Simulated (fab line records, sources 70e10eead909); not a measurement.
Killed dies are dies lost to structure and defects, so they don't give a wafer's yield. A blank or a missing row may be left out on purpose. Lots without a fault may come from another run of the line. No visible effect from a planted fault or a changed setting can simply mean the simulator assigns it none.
fab line records	flow nand-harc
record: lots: 11	wafers: 33	last-day: 33
route steps=1302 shown P_M2@335 P_BONDPAD@352 END@1302
lots untouched by any fault: they come from a run of this same line in which no faults occurred
start-h: hours from the record's first day to the start of the lot's first wafer shown	wait-h: how many hours have passed since the lot's step before this one	" identical to the entry in the row above	L1.1+2: a row that stands for several wafers	- no value present, or no start provided	* or withheld: withheld	< > ~ a bound
route shown NAME@n: a module of which the file shows steps, and the number in the route of the first	usual: mean/standard deviation taken from wafers without a fault	same: alike in all rows	chamber/n: place in a boat	sites: per-site readings	_std_site: the standard deviation of these	_edge_site: mean of outer sites minus mean of inner sites	radius-mm: how far each site lies from the wafer's centre	mask NAME#n: copy n	behind: the last tool/chamber to shape the wafer	hold: what put the lot on hold/how long, in hours/how the hold closed	device: names the non-switching transistor (n, p or np)	end of line: tests run on the same wafers once the route is complete	a step with no rows: only its recipe	killed: at the first sort, the dies lost to defects and structure; wafer yield is something else	map: per-die view of a wafer (x killed, . not killed, _ where there is no die)
set.NAME: the setting as run; set.NAME@STEP: as run at that earlier step	model.NAME: the simulator's own value behind a step, which no gauge read
one table for each step of the route and one row for each wafer, over a sample of lots
services: a tool's chamber out of use, with start hour (start-h, from the record's first day; less than 0 if before it), hours out, and reason
== steps ==
step: NHARC_P_M2_STRIP_18
recipe: power-w: 1000	n2-flow-sccm: 150	h2-flow-sccm: 150	ar-flow-sccm: 0	bias-w: 0	chemistry: N2/H2
usual: drypump-motor-current-A: 6.0/0.54	oes-product-au: 1.000/0.01	rf-vpp-V: 90.8/1	showerhead-plenum-p-Torr: 2.05/0.091	throttle-valve-pct: 14.172/0.0095
lot.wafer	tool	chamber	start-h	wait-h	drypump-motor-current-A	oes-product-au	rf-hours-counter-h	rf-vpp-V	showerhead-plenum-p-Torr	throttle-valve-pct
L826.3	rie-diel-08	0	146.39	0.1	6.7	1.011	6.1	90.0	2.08	14.164
L826.5	"	3	"	"	5.6	0.995	-	91.5	2.06	14.168
L826.6	"	0	"	"	6.7	1.000	-	92.3	2.08	14.187
L829.2	rie-diel-02	2	181.21	0.1	5.4	0.983	7.9	88.7	1.89	14.169
L829.5	"	1	"	"	6.3	0.993	-	91.0	1.97	14.165
L829.6	"	2	"	"	5.4	0.981	-	88.6	1.89	14.182
L830.3	rie-diel-08	1	186.73	0.1	6.6	0.998	8.3	92.7	2.10	14.160
L830.4	"	2	"	"	5.4	1.000	8.4	90.7	2.19	14.187
L830.6	"	3	"	"	5.6	0.990	-	90.4	2.06	14.187
L831.4	rie-diel-08	0	202.78	0.1	6.6	1.007	0.0	90.5	2.07	14.173
L831.2	"	3	"	"	5.6	1.007	0.0	90.4	2.06	14.158
L831.6	"	0	"	"	6.7	1.012	-	91.7	2.07	14.171
L834.4	rie-diel-08	1	226.58	0.1	6.6	1.006	1.6	90.9	2.10	14.167
L834.3	"	2	"	"	5.4	0.995	1.5	91.4	2.19	14.183
L834.6	"	0	"	"	6.7	1.002	-	89.4	2.07	14.176
L835.2	rie-diel-02	0	238.58	0.1	5.4	1.007	0.7	90.0	1.98	14.164
L835.3	"	2	"	"	5.4	1.002	1.2	88.5	1.89	14.177
L835.5	"	0	"	"	5.4	1.008	-	91.3	1.98	14.159
L836.4	rie-diel-02	1	249.12	0.1	6.3	0.996	1.0	90.2	1.97	14.157
L836.5	"	0	"	"	5.4	1.015	-	89.3	1.98	14.172
L836.6	"	1	"	"	6.3	0.993	-	90.4	1.97	14.164
L844.1	rie-diel-08	2	322.77	0.1	5.4	0.992	6.5	92.1	2.19	14.176
L844.3	"	3	"	"	5.6	1.016	6.7	89.0	2.06	14.182
L844.6	"	0	"	"	6.7	1.019	-	90.7	2.07	14.174
L845.4	rie-diel-02	3	341.49	0.1	5.3	1.009	6.1	90.9	2.14	14.155
L845.1	"	0	"	"	5.4	0.985	6.4	90.3	1.98	14.176
L845.5	"	3	"	"	5.2	1.013	-	92.7	2.14	14.183
L846.4	rie-diel-08	0	349.05	0.1	6.6	1.018	8.1	90.0	2.07	14.178
L846.2	"	1	"	"	6.5	0.983	7.7	91.3	2.10	14.161
L846.5	"	1	"	"	6.5	1.003	-	92.2	2.10	14.177
L847.3	rie-diel-09	3	358.21	0.1	6.3	0.999	0.5	90.1	1.90	14.177
L847.1	"	0	"	"	5.5	0.989	0.5	90.2	2.01	14.159
L847.5	"	3	"	"	6.3	1.005	-	88.9	1.90	14.164
step: NHARC_P_M2_PRE_CLEAN_30
recipe: time-s: 30	temp-c: 280	gas: H2/He
usual: heater-power-w: 408/41	susceptor-temp-C: 279.99/0.18
lot.wafer	tool	chamber	start-h	wait-h	heater-power-w	susceptor-temp-C
L826.3	pvd-sputter-01	-	-	-	375	279.82
L826.6	"	-	"	"	376	280.24
L826.5	"	-	"	"	459	280.07
L829.2	pvd-sputter-03	-	-	-	445	279.92
L829.5	"	-	"	"	479	279.98
L829.6	"	-	"	"	413	279.85
L830.3	pvd-sputter-02	-	-	-	347	-
L830.4	"	-	"	"	383	-
L830.6	"	-	"	"	346	-
L831.4	pvd-sputter-02	-	-	-	438	280.07
L831.2	"	-	"	"	387	280.31
L831.6	"	-	"	"	423	279.90
L834.4	pvd-sputter-03	-	-	-	438	279.74
L834.3	"	-	"	"	474	279.65
L834.6	"	-	"	"	448	279.86
L835.2	pvd-sputter-03	-	-	-	432	279.87
L835.3	"	-	"	"	384	280.06
L835.5	"	-	"	"	482	280.35
L836.4	pvd-sputter-03	-	-	-	413	279.99
L836.6	"	-	"	"	407	279.81
L836.5	"	-	"	"	392	279.71
L844.3	pvd-sputter-03	-	-	-	384	279.88
L844.1	"	-	"	"	444	279.85
L844.6	"	-	"	"	482	279.93
L845.1	pvd-sputter-01	-	-	-	397	280.10
L845.4	"	-	"	"	369	280.19
L845.5	"	-	"	"	466	280.14
L846.4	pvd-sputter-02	-	-	-	412	-
L846.2	"	-	"	"	332	-
L846.5	"	-	"	"	402	-
L847.3	pvd-sputter-01	-	-	-	396	280.27
L847.1	"	-	"	"	377	280.05
L847.5	"	-	"	"	476	280.05
step: NHARC_P_M2_THK_MEAS_24
recipe: thk-meas-gauge: xrf
usual: thk-nm: 144.4/1.6
lot.wafer	tool	chamber	start-h	wait-h	thk-nm
L826.3	film-metro-01	-	148.43	-	140.9
L826.5	"	-	"	"	146.2
L826.6	"	-	"	"	142.5
L829.2	film-metro-02	-	183.22	-	145.4
L829.5	"	-	"	"	144.9
L829.6	"	-	"	"	142.2
L830.3	film-metro-02	-	188.71	-	145.9
L830.4	"	-	"	"	143.9
L830.6	"	-	"	"	143.7
L831.2	film-metro-01	-	204.82	-	145.9
L831.4	"	-	"	"	145.0
L831.6	"	-	"	"	145.2
L834.3	film-metro-01	-	228.69	-	145.5
L834.4	"	-	"	"	144.3
L834.6	"	-	"	"	144.0
L835.2	film-metro-02	-	240.62	-	143.9
L835.3	"	-	"	"	142.6
L835.5	"	-	"	"	144.6
L836.4	film-metro-01	-	251.13	-	145.5
L836.5	"	-	"	"	146.3
L836.6	"	-	"	"	144.4
L844.1	film-metro-01	-	324.77	-	143.8
L844.3	"	-	"	"	144.1
L844.6	"	-	"	"	142.6
L845.1	film-metro-02	-	343.57	-	145.6
L845.4	"	-	"	"	144.4
L845.5	"	-	"	"	146.7
L846.2	film-metro-02	-	351.10	-	145.2
L846.4	"	-	"	"	146.2
L846.5	"	-	"	"	143.4
L847.1	film-metro-02	-	360.24	-	143.2
L847.3	"	-	"	"	142.5
L847.5	"	-	"	"	143.6
step: NHARC_P_BONDPAD_CMP_32
recipe: target-thk-nm: 200	material: SiCN
usual: edge-zone-pressure-frac: 0.999/0.0052	motor-current-A: 11.7/1.2
lot.wafer	tool	chamber	start-h	wait-h	edge-zone-pressure-frac	motor-current-A
L826.3	cmp-04	2	149.59	-	1.005	9.7
L826.5	"	1	"	"	1.008	11.1
L826.6	"	2	"	"	0.999	9.8
L829.2	cmp-02	2	184.37	-	1.002	10.9
L829.5	"	1	"	"	0.994	11.9
L829.6	"	2	"	"	1.000	11.1
L830.4	cmp-02	3	189.87	-	0.992	11.3
L830.3	"	0	"	"	0.995	13.0
L830.6	"	3	"	"	0.994	11.6
L831.4	cmp-03	2	205.94	-	0.993	11.7
L831.2	"	0	"	"	1.003	12.3
L831.6	"	3	"	"	1.000	11.5
L834.4	cmp-03	1	229.81	-	1.000	11.1
L834.3	"	2	"	"	1.001	11.8
L834.6	"	2	"	"	0.994	11.8
L835.2	cmp-04	0	241.77	-	1.005	12.2
L835.3	"	2	"	"	0.999	9.2
L835.5	"	3	"	"	1.002	13.3
L836.4	cmp-04	3	252.25	-	0.999	13.3
L836.6	"	3	"	"	0.995	13.4
L836.5	"	0	"	"	1.004	11.6
L844.3	cmp-03	0	325.93	-	-	-
L844.1	"	2	"	"	-	-
L844.6	"	1	"	"	-	-
L845.1	cmp-04	3	344.72	-	-	-
L845.4	"	0	"	"	-	-
L845.5	"	2	"	"	-	-
L846.4	cmp-03	1	352.42	-	-	-
L846.2	"	3	"	"	-	-
L846.5	"	1	"	"	-	-
L847.3	cmp-04	0	361.37	-	1.006	12.0
L847.1	"	1	"	"	0.994	11.9
L847.5	"	1	"	"	0.992	11.6
step: NHARC_P_BONDPAD_THK_MEAS_33
recipe: thk-meas-gauge: ellipsometry
usual: thk-nm: 200.0/1.4
lot.wafer	tool	chamber	start-h	wait-h	thk-nm
L826.3	film-metro-01	-	149.81	0.2	200.9
L826.5	"	-	"	"	198.8
L826.6	"	-	"	"	202.3
L829.2	film-metro-01	-	184.59	0.2	200.5
L829.5	"	-	"	"	202.0
L829.6	"	-	"	"	202.4
L830.3	film-metro-01	-	190.09	0.2	198.2
L830.4	"	-	"	"	201.6
L830.6	"	-	"	"	199.4
L831.2	film-metro-01	-	206.18	0.2	201.8
L831.4	"	-	"	"	200.0
L831.6	"	-	"	"	199.4
L834.3	film-metro-01	-	230.07	0.2	199.5
L834.4	"	-	"	"	198.6
L834.6	"	-	"	"	200.1
L835.2	film-metro-02	-	242.00	0.2	201.0
L835.3	"	-	"	"	202.6
L835.5	"	-	"	"	203.1
L836.4	film-metro-02	-	252.50	0.2	197.3
L836.5	"	-	"	"	201.6
L836.6	"	-	"	"	201.9
L844.1	film-metro-02	-	326.18	0.2	246.7
L844.3	"	-	"	"	244.5
L844.6	"	-	"	"	248.7
L845.1	film-metro-02	-	344.94	0.2	247.0
L845.4	"	-	"	"	261.2
L845.5	"	-	"	"	253.1
L846.2	film-metro-01	-	352.65	0.2	243.6
L846.4	"	-	"	"	250.7
L846.5	"	-	"	"	249.7
L847.1	film-metro-01	-	361.62	0.2	197.5
L847.3	"	-	"	"	199.7
L847.5	"	-	"	"	200.9
step: NHARC_END_SORT_01
recipe: temp-c: 25
usual: defect-limited-yield: 91.5/2.9	killed-at-array: 53/20	killed-at-other: 1/1.2	killed-at-periphery: 3.7/2.6	killed-dies: 58/20	killed-open: 3.5/1.8	killed-short: 2.4/1.7	sort_bin_2_pct: 3.1/1.3	sort_bin_3_pct: 0.6/0.4	sort_bin_4_pct: 4.9/1.7	sort-n-pass: 619/20	sort-rim-yield-pct: 92/4	sort-yield-pct: 91.5/2.9
same: gross-dies: 677	sort_bin_5_pct[%]: 0	sort_bin_6_pct[%]: 0	sort_bin_7_pct[%]: 0	sort_bin_8_pct[%]: 0	sort-rim-n-gross: 106.00
lot.wafer	tool	chamber	start-h	wait-h	defect-limited-yield[%]	killed-at-array	killed-at-other	killed-at-periphery	killed-dies	killed-open	killed-short	sort_bin_2_pct[%]	sort_bin_3_pct[%]	sort_bin_4_pct[%]	sort-n-pass	sort-rim-yield-pct[%]	sort-yield-pct[%]
L826.3	prober-02	0	574.78	3.1	88.0	81	0	0	81	2	1	5.3	0.6	6.1	596	95	88.0
L826.5	prober-02	0	576.35	3.6	86.7	87	2	1	90	2	2	5.5	1.0	6.8	587	95	86.7
L826.6	prober-02	0	577.14	3.9	88.3	77	1	1	79	6	0	5.3	1.3	5.0	598	92	88.3
L829.2	prober-02	0	602.41	2.8	91.3	53	3	3	59	1	3	3.5	0.9	4.3	618	95	91.3
L829.5	prober-02	0	604.82	3.7	92.2	46	2	5	53	2	6	2.2	0.7	4.9	624	96	92.2
L829.6	prober-02	0	605.62	4.0	91.7	49	3	4	56	6	1	2.2	0.7	5.3	621	95	91.7
L830.3	prober-02	0	622.68	3.1	94.7	32	3	1	36	6	1	1.9	0	3.4	641	97	94.7
L830.4	prober-02	0	623.48	3.4	95.9	26	0	2	28	3	3	1.5	0	2.7	649	93	95.9
L830.6	prober-02	0	625.06	4.0	95.4	25	1	5	31	3	2	1.2	0.1	3.2	646	92	95.4
L831.2	prober-01	0	646.41	2.8	89.5	58	1	12	71	8	5	4.0	1.2	5.3	606	88	89.5
L831.4	prober-01	0	648.00	3.4	91.6	49	1	7	57	7	1	3.0	0.4	5.0	620	87	91.6
L831.6	prober-01	0	649.60	4.0	93.5	38	2	4	44	4	3	2.2	0.4	3.8	633	90	93.5
L834.3	prober-02	0	654.96	3.1	90.7	59	1	3	63	4	0	2.8	0.3	6.2	614	92	90.7
L834.4	prober-02	0	655.76	3.4	91.0	53	1	7	61	1	0	3.2	0.4	5.3	616	98	91.0
L834.6	prober-02	0	657.36	4.0	90.0	61	4	3	68	2	3	3.7	0.6	5.8	609	91	90.0
L835.2	prober-02	0	676.98	2.8	90.3	60	0	6	66	3	5	3.8	0.6	5.3	611	92	90.3
L835.3	prober-02	0	677.79	3.1	91.7	52	0	4	56	5	0	4.1	0.4	3.7	621	91	91.7
L835.5	prober-02	0	679.40	3.7	89.7	60	0	10	70	3	3	3.4	0.3	6.6	607	88	89.7
L836.4	prober-01	0	678.59	3.4	87.9	77	0	5	82	2	5	5.5	1.3	5.3	595	91	87.9
L836.5	prober-01	0	679.38	3.7	89.2	62	4	7	73	1	5	4.7	0.7	5.3	604	89	89.2
L836.6	prober-01	0	680.17	4.0	85.8	91	0	5	96	6	3	5.3	0.9	8.0	581	92	85.8
L844.1	prober-01	0	764.37	2.5	0	52	0	625	677	4	3	94.7	0.9	4.4	0	0	0
L844.3	prober-01	0	765.96	3.1	0	66	1	610	677	5	2	93.6	0.6	5.8	0	0	0
L844.6	prober-01	0	768.35	4.0	0	52	0	625	677	1	3	94.5	0.7	4.7	0	0	0
L845.1	prober-02	0	773.38	2.5	0	25	6	646	677	5	2	96.0	0.4	3.5	0	0	0
L845.4	prober-02	0	775.78	3.4	0	32	0	645	677	7	0	96.0	0.4	3.5	0	0	0
L845.5	prober-02	0	776.58	3.7	0	25	1	651	677	3	5	96.3	0.1	3.5	0	0	0
L847.1	prober-01	0	773.43	2.5	89.8	56	2	11	69	5	2	3.7	1.0	5.5	608	86	89.8
L847.3	prober-01	0	775.04	3.1	91.1	55	1	4	60	4	0	3.8	0.6	4.4	617	94	91.1
L847.5	prober-01	0	776.65	3.7	92.8	42	0	7	49	4	1	2.2	0.3	4.7	628	89	92.8
L846.2	prober-02	0	792.28	2.8	0	33	0	644	677	1	1	96.3	0.4	3.2	0	0	0
L846.4	prober-02	0	793.89	3.4	0	36	0	641	677	3	3	96.3	0.1	3.5	0	0	0
L846.5	prober-02	0	794.69	3.7	0	68	1	608	677	4	4	92.8	1.0	6.2	0	0	0
killed by level:class
L826.3 A_CHANNEL_HOLE_D2:chamber-film-flake=30 A_CHANNEL_HOLE_D1:chamber-film-flake=24 A_SLIT:chamber-film-flake=18 A_DECK1_JOINT:chamber-film-flake=2 A_CONTACT:chamber-film-flake=2 A_ONON_D1:geometric-particle:open=1 A_SGD_CUT:geometric-particle:open=1 A_WL_FILL:geometric-particle:short=1
L826.5 A_SLIT:chamber-film-flake=27 A_CHANNEL_HOLE_D2:chamber-film-flake=24 A_CHANNEL_HOLE_D1:chamber-film-flake=22 A_CONTACT:chamber-film-flake=4 A_ZERO_WELL:chamber-film-flake=3 A_STAIRCASE:chamber-film-flake=2 THIN_TSV:chamber-film-flake=2 P_M0:geometric-particle:open=1
L826.6 A_CHANNEL_HOLE_D1:chamber-film-flake=27 A_CHANNEL_HOLE_D2:chamber-film-flake=24 A_SLIT:chamber-film-flake=15 A_CONTACT:chamber-film-flake=4 A_WL_FILL:geometric-particle:open=2 A_ONON_D1:geometric-particle:open=1 A_CHANNEL_HOLE_D1:geometric-particle:open=1 A_CHANNEL_FILL_D1:geometric-particle:open=1
L829.2 A_CHANNEL_HOLE_D2:chamber-film-flake=37 A_CHANNEL_HOLE_D1:chamber-film-flake=6 THIN_TSV:chamber-film-flake=3 P_GATE:chamber-film-flake=2 A_CHANNEL_FILL_D1:chamber-film-flake=2 A_SLIT:chamber-film-flake=2 A_CHANNEL_HOLE_D1:geometric-particle:short=1 A_CHANNEL_FILL_D1:geometric-particle:short=1
L829.5 A_CHANNEL_HOLE_D2:chamber-film-flake=30 P_GATE:chamber-film-flake=3 A_STAIRCASE:chamber-film-flake=3 A_ONON_D2:geometric-particle:short=2 A_CHANNEL_HOLE_D1:chamber-film-flake=2 THIN_TSV:chamber-film-flake=2 A_SOURCE_PLATE:geometric-particle:short=1 A_ONON_D1:geometric-particle:short=1
L829.6 A_CHANNEL_HOLE_D2:chamber-film-flake=36 A_CONTACT:chamber-film-flake=3 THIN_TSV:chamber-film-flake=3 A_DECK1_JOINT:geometric-particle:open=2 P_ZERO_WELL:chamber-film-flake=2 A_STAIRCASE:chamber-film-flake=2 P_CONTACT:geometric-particle:open=1 A_ONON_D1:geometric-particle:open=1
L830.3 A_CHANNEL_HOLE_D2:chamber-film-flake=10 A_STAIRCASE:chamber-film-flake=5 A_CHANNEL_HOLE_D1:chamber-film-flake=4 A_M0:chamber-film-flake=3 A_DECK1_JOINT:geometric-particle:open=2 A_SLIT:chamber-film-flake=2 A_CONTACT:chamber-film-flake=2 A_CHANNEL_HOLE_D1:geometric-particle:open=1
L830.4 A_STAIRCASE:chamber-film-flake=11 A_CHANNEL_HOLE_D2:chamber-film-flake=4 A_CONTACT:chamber-film-flake=3 A_ONON_D2:geometric-particle:short=2 P_CONTACT:geometric-particle:open=1 P_M0:geometric-particle:open=1 A_WL_FILL:geometric-particle:short=1 A_CONTACT:geometric-particle:open=1
L830.6 A_CHANNEL_HOLE_D2:chamber-film-flake=6 A_STAIRCASE:chamber-film-flake=6 P_GATE:chamber-film-flake=4 A_CONTACT:chamber-film-flake=3 A_CHANNEL_FILL_D1:geometric-particle:open=2 A_SLIT:chamber-film-flake=2 A_ONON_D2:geometric-particle:short=1 A_BLC:geometric-particle:open=1
L831.2 A_SLIT:chamber-film-flake=24 A_CHANNEL_HOLE_D2:chamber-film-flake=12 P_STI:chamber-film-flake=5 A_CHANNEL_HOLE_D1:chamber-film-flake=4 A_CHANNEL_FILL_D2:chamber-film-flake=4 P_M2:chamber-film-flake=3 P_CONTACT:geometric-particle:open=2 A_WL_FILL:geometric-particle:open=2
L831.4 A_SLIT:chamber-film-flake=17 A_CHANNEL_HOLE_D2:chamber-film-flake=17 P_M2:chamber-film-flake=3 A_STAIRCASE:chamber-film-flake=3 A_WL_FILL:chamber-film-flake=3 A_CONTACT:chamber-film-flake=3 A_CHANNEL_FILL_D1:geometric-particle:open=2 P_STI:chamber-film-flake=2
L831.6 A_SLIT:chamber-film-flake=15 A_CHANNEL_HOLE_D2:chamber-film-flake=10 A_WL_FILL:chamber-film-flake=4 A_CONTACT:chamber-film-flake=2 P_CONTACT:geometric-particle:open=1 A_DECK1_JOINT:geometric-particle:short=1 A_DECK1_JOINT:geometric-particle:open=1 A_ONON_D2:geometric-particle:open=1
L834.3 A_CHANNEL_HOLE_D1:chamber-film-flake=37 A_CHANNEL_HOLE_D2:chamber-film-flake=10 A_CONTACT:chamber-film-flake=4 A_WL_FILL:geometric-particle:open=2 A_M0:geometric-particle:open=2 P_M2:chamber-film-flake=2 A_ZERO_WELL:chamber-film-flake=2 A_CHANNEL_FILL_D1:chamber-film-flake=2
L834.4 A_CHANNEL_HOLE_D1:chamber-film-flake=30 A_CHANNEL_HOLE_D2:chamber-film-flake=13 P_M2:chamber-film-flake=5 A_CONTACT:chamber-film-flake=5 P_ZERO_WELL:chamber-film-flake=2 A_SLIT:chamber-film-flake=2 A_STAIRCASE:chamber-film-flake=2 A_M0:geometric-particle:open=1
L834.6 A_CHANNEL_HOLE_D1:chamber-film-flake=36 A_CHANNEL_HOLE_D2:chamber-film-flake=7 A_CONTACT:chamber-film-flake=7 THIN_TSV:chamber-film-flake=4 A_STAIRCASE:chamber-film-flake=3 A_ONON_D1:geometric-particle:short=2 P_M2:chamber-film-flake=2 A_SLIT:chamber-film-flake=2
L835.2 A_CHANNEL_HOLE_D1:chamber-film-flake=33 A_CHANNEL_HOLE_D2:chamber-film-flake=9 A_CONTACT:chamber-film-flake=4 P_BONDPAD:chamber-film-flake=3 A_CHANNEL_FILL_D1:geometric-particle:short=2 P_GATE:chamber-film-flake=2 A_DECK1_JOINT:chamber-film-flake=2 A_STAIRCASE:chamber-film-flake=2
L835.3 A_CHANNEL_HOLE_D1:chamber-film-flake=32 A_CHANNEL_HOLE_D2:chamber-film-flake=11 P_ZERO_WELL:chamber-film-flake=2 P_GATE:chamber-film-flake=2 A_STAIRCASE:chamber-film-flake=2 A_CHANNEL_HOLE_D1:geometric-particle:open=1 A_WL_FILL:geometric-particle:open=1 A_CONTACT:geometric-particle:open=1
L836.4 A_CHANNEL_HOLE_D1:chamber-film-flake=32 A_SLIT:chamber-film-flake=18 A_STAIRCASE:chamber-film-flake=4 A_CONTACT:chamber-film-flake=4 A_CHANNEL_HOLE_D2:chamber-film-flake=3 A_WL_FILL:chamber-film-flake=3 A_CHANNEL_FILL_D2:geometric-particle:short=2 P_BONDPAD:chamber-film-flake=2
L836.5 A_CHANNEL_HOLE_D1:chamber-film-flake=28 A_SLIT:chamber-film-flake=11 A_CONTACT:chamber-film-flake=7 A_BLC:chamber-film-flake=4 THIN_TSV:chamber-film-flake=4 P_BONDPAD:chamber-film-flake=3 A_STAIRCASE:chamber-film-flake=3 A_M1:geometric-particle:short=2
L835.5 A_CHANNEL_HOLE_D1:chamber-film-flake=31 A_CHANNEL_HOLE_D2:chamber-film-flake=13 P_GATE:chamber-film-flake=4 A_CONTACT:chamber-film-flake=4 P_BONDPAD:chamber-film-flake=3 A_SLIT:chamber-film-flake=3 P_ZERO_WELL:chamber-film-flake=2 A_CHANNEL_HOLE_D1:geometric-particle:short=1
L836.6 A_CHANNEL_HOLE_D1:chamber-film-flake=34 A_SLIT:chamber-film-flake=27 A_STAIRCASE:chamber-film-flake=6 A_CONTACT:chamber-film-flake=6 A_SGD_CUT:chamber-film-flake=4 A_BLC:chamber-film-flake=3 A_BLC:geometric-particle:open=2 P_M0:chamber-film-flake=2
L844.1 P_BONDPAD:area-cmp=625 A_CHANNEL_HOLE_D1:chamber-film-flake=26 A_SLIT:chamber-film-flake=7 A_CONTACT:chamber-film-flake=6 A_SGD_CUT:chamber-film-flake=2 A_CHANNEL_FILL_D1:geometric-particle:open=1 A_CHANNEL_FILL_D2:geometric-particle:short=1 A_WL_FILL:geometric-particle:short=1
L844.3 P_BONDPAD:area-cmp=610 A_CHANNEL_HOLE_D1:chamber-film-flake=40 A_SLIT:chamber-film-flake=9 A_CONTACT:chamber-film-flake=4 A_CHANNEL_FILL_D2:chamber-film-flake=2 A_M1:chamber-film-flake=2 A_DECK1_JOINT:geometric-particle:open=1 A_ONON_D2:geometric-particle:open=1
L844.6 P_BONDPAD:area-cmp=624 A_CHANNEL_HOLE_D1:chamber-film-flake=34 A_CONTACT:chamber-film-flake=5 A_SLIT:chamber-film-flake=5 A_M1:chamber-film-flake=4 A_CHANNEL_FILL_D1:geometric-particle:short=2 P_CONTACT:geometric-particle:short=1 A_WL_FILL:geometric-particle:open=1
L845.1 P_BONDPAD:area-cmp=639 A_SLIT:chamber-film-flake=9 A_CONTACT:chamber-film-flake=6 THIN_TSV:chamber-film-flake=5 P_CONTACT:chamber-film-flake=4 P_CONTACT:geometric-particle:open=2 A_CHANNEL_FILL_D2:chamber-film-flake=2 A_ONON_D2:geometric-particle:open=1
L847.1 A_CHANNEL_HOLE_D1:chamber-film-flake=19 A_CHANNEL_HOLE_D2:chamber-film-flake=15 A_CONTACT:chamber-film-flake=9 A_SLIT:chamber-film-flake=5 P_GATE:chamber-film-flake=4 A_BLC:geometric-particle:open=2 P_BONDPAD:chamber-film-flake=2 A_CHANNEL_FILL_D1:chamber-film-flake=2
L847.3 A_CHANNEL_HOLE_D2:chamber-film-flake=17 A_CHANNEL_HOLE_D1:chamber-film-flake=12 A_CONTACT:chamber-film-flake=10 A_SLIT:chamber-film-flake=9 A_CHANNEL_HOLE_D2:geometric-particle:open=2 A_STAIRCASE:chamber-film-flake=2 A_M0:chamber-film-flake=2 P_GATE:geometric-particle:open=1
L845.4 P_BONDPAD:area-cmp=641 A_CONTACT:chamber-film-flake=10 A_SLIT:chamber-film-flake=8 A_CHANNEL_HOLE_D1:chamber-film-flake=5 P_CONTACT:geometric-particle:open=2 P_CONTACT:chamber-film-flake=2 A_STAIRCASE:chamber-film-flake=2 A_DECK1_JOINT:geometric-particle:open=1
L845.5 P_BONDPAD:area-cmp=642 A_CONTACT:chamber-film-flake=9 P_ZERO_WELL:chamber-film-flake=4 P_CONTACT:chamber-film-flake=3 A_STAIRCASE:chamber-film-flake=3 A_M0:geometric-particle:open=2 A_CHANNEL_HOLE_D1:chamber-film-flake=2 A_SLIT:chamber-film-flake=2
L847.5 A_CHANNEL_HOLE_D2:chamber-film-flake=10 A_CHANNEL_HOLE_D1:chamber-film-flake=9 A_CONTACT:chamber-film-flake=8 P_GATE:chamber-film-flake=4 A_SLIT:chamber-film-flake=4 A_CHANNEL_FILL_D1:chamber-film-flake=3 A_M0:chamber-film-flake=3 P_M0:geometric-particle:open=1
L846.2 P_BONDPAD:area-cmp=641 A_SLIT:chamber-film-flake=10 A_CHANNEL_HOLE_D2:chamber-film-flake=7 A_STAIRCASE:chamber-film-flake=6 A_ZERO_WELL:chamber-film-flake=5 P_GATE:chamber-film-flake=2 A_CHANNEL_HOLE_D1:chamber-film-flake=2 A_CHANNEL_FILL_D1:geometric-particle:short=1
L846.4 P_BONDPAD:area-cmp=639 A_SLIT:chamber-film-flake=11 A_CHANNEL_HOLE_D2:chamber-film-flake=8 A_STAIRCASE:chamber-film-flake=6 A_M1:chamber-film-flake=3 A_WL_FILL:chamber-film-flake=2 P_CONTACT:geometric-particle:short=1 A_ONON_D1:geometric-particle:open=1
L846.5 P_BONDPAD:area-cmp=607 A_SLIT:chamber-film-flake=36 A_CHANNEL_HOLE_D2:chamber-film-flake=17 A_M1:chamber-film-flake=3 A_SOURCE_PLATE:geometric-particle:open=1 A_ONON_D1:geometric-particle:short=1 A_DECK1_JOINT:geometric-particle:short=1 A_ONON_D2:geometric-particle:open=1
== services ==
tool	chamber	start-h	hours	kind
cmp-02	-	136.72	4.0	pm
rie-diel-08	2	148.76	3.6	repair
cmp-03	-	154.96	0.6	repair
cmp-02	-	157.63	1.3	repair
cmp-03	-	160.10	0.6	repair
cmp-03	-	162.00	4.0	pm
pvd-sputter-03	-	170.00	10.0	pm
cmp-03	-	181.87	18.9	repair
rie-diel-08	-	190.89	9.0	pm
cmp-04	-	193.07	0.4	repair
cmp-04	-	209.00	4.0	pm
rie-diel-02	-	216.70	9.0	pm
pvd-sputter-02	-	221.84	8.3	repair
pvd-sputter-01	-	225.24	3.9	repair
pvd-sputter-01	-	229.17	10.0	pm
pvd-sputter-01	-	253.70	4.3	repair
cmp-03	-	254.42	0.3	repair
cmp-03	-	260.11	4.0	pm
cmp-04	-	266.08	1.0	repair
pvd-sputter-02	-	282.01	10.0	pm
cmp-04	-	307.00	4.0	pm
rie-diel-08	1	316.99	4.7	repair
pvd-sputter-03	-	348.00	10.0	pm
cmp-03	-	358.11	4.0	pm
== key ==
first-sign: step: NHARC_P_BONDPAD_CMP_32	reading: tool-record	direction: missing
effect: step: NHARC_P_BONDPAD_THK_MEAS_33	reading: thk-nm	direction: up	sigmas: 34	usual: 200.0	struck: 249.5
effect: step: NHARC_END_SORT_01	reading: killed-at-periphery	direction: up	sigmas: 99+	usual: 3.7	struck: 632.8
more-kills-born-at: NHARC_P_BONDPAD_CMP_32@cmp-03: 3746	NHARC_P_BONDPAD_CMP_32@cmp-04: 1922
met-at NHARC_P_BONDPAD_CMP_32
struck-lots L844,L845,L846
later-rows-left-out L844.1,L844.3,L844.6,L845.1,L845.4,L845.5,L846.2,L846.4,L846.5
not-acting-at NHARC_P_M2_STRIP_18,NHARC_P_M2_PRE_CLEAN_30,NHARC_P_M2_THK_MEAS_24
onset-between 252.25 325.93
fault: kind: skipped-step-whole	tool: cmp-03,cmp-04	chamber: -	onset-h: 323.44	steps: NHARC_P_BONDPAD_CMP_32	scope: struck-lots-only
later-rows-left-out: the simulator's readings of these wafers behind a module that went badly wrong aren't trusted and aren't shown, but for the sort
